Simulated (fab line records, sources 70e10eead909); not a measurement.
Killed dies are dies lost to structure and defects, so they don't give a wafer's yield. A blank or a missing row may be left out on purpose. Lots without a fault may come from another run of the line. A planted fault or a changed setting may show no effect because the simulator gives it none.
Chamber matching | flow nand_harc | NHARC_P_M2_DESCUM_14 on rie_diel-13: 4 sister chambers
The step chemistry O2, time 3 s. 8 wafers are shown with their chamber, then 8 later ones without.

WAFERS WITH THEIR CHAMBER
wafer  | chamber | showerhead_plenum_p_Torr (Torr) | drypump_motor_current_A (A)
L083.6 | 0       | 1.98                            | 6.0
L085.2 | 0       | 1.97                            | 5.9
L088.2 | 1       | 1.93                            | 6.1
L088.5 | 3       | 1.85                            | 6.2
L089.2 | 1       | 1.93                            | 6.1
L089.4 | 2       | 1.79                            | 5.2
L089.5 | 2       | 1.79                            | 5.2
L091.3 | 3       | 1.85                            | 6.2

WAFERS WITHOUT THEIR CHAMBER
wafer  | showerhead_plenum_p_Torr (Torr) | drypump_motor_current_A (A)
L091.4 | 1.79                            | 5.2
L091.6 | 1.97                            | 5.9
L094.2 | 1.79                            | 5.2
L094.4 | 1.97                            | 5.9
L094.6 | 1.85                            | 6.2
L095.2 | 1.97                            | 5.9
L095.4 | 1.93                            | 6.1
L095.6 | 1.97                            | 5.9

WHICH CHAMBER EACH WENT THROUGH
wafer  | from the rows above | in truth
L091.4 | 2                   | 2
L091.6 | 0                   | 0
L094.2 | 2                   | 2
L094.4 | 0                   | 0
L094.6 | 3                   | 3
L095.2 | 0                   | 0
L095.4 | 1                   | 1
L095.6 | 0                   | 0
Placed correctly: 8 of 8. Can't be placed from these rows: 0. Placed wrongly: 0.
How it was worked out, from the rows above alone: a wafer's distance from a chamber is the root of the sum, over the readings, of the square of ((its reading less the chamber's mean) divided by the reading's scatter). The wafer belongs to the nearest chamber; if the next one is less than 2 further off, it can't be placed. A chamber's mean is the mean of its shown wafers. The scatter: the root of (the sum of the squares of (reading less its chamber's mean) over the shown wafers, divided by (wafers less chambers)).
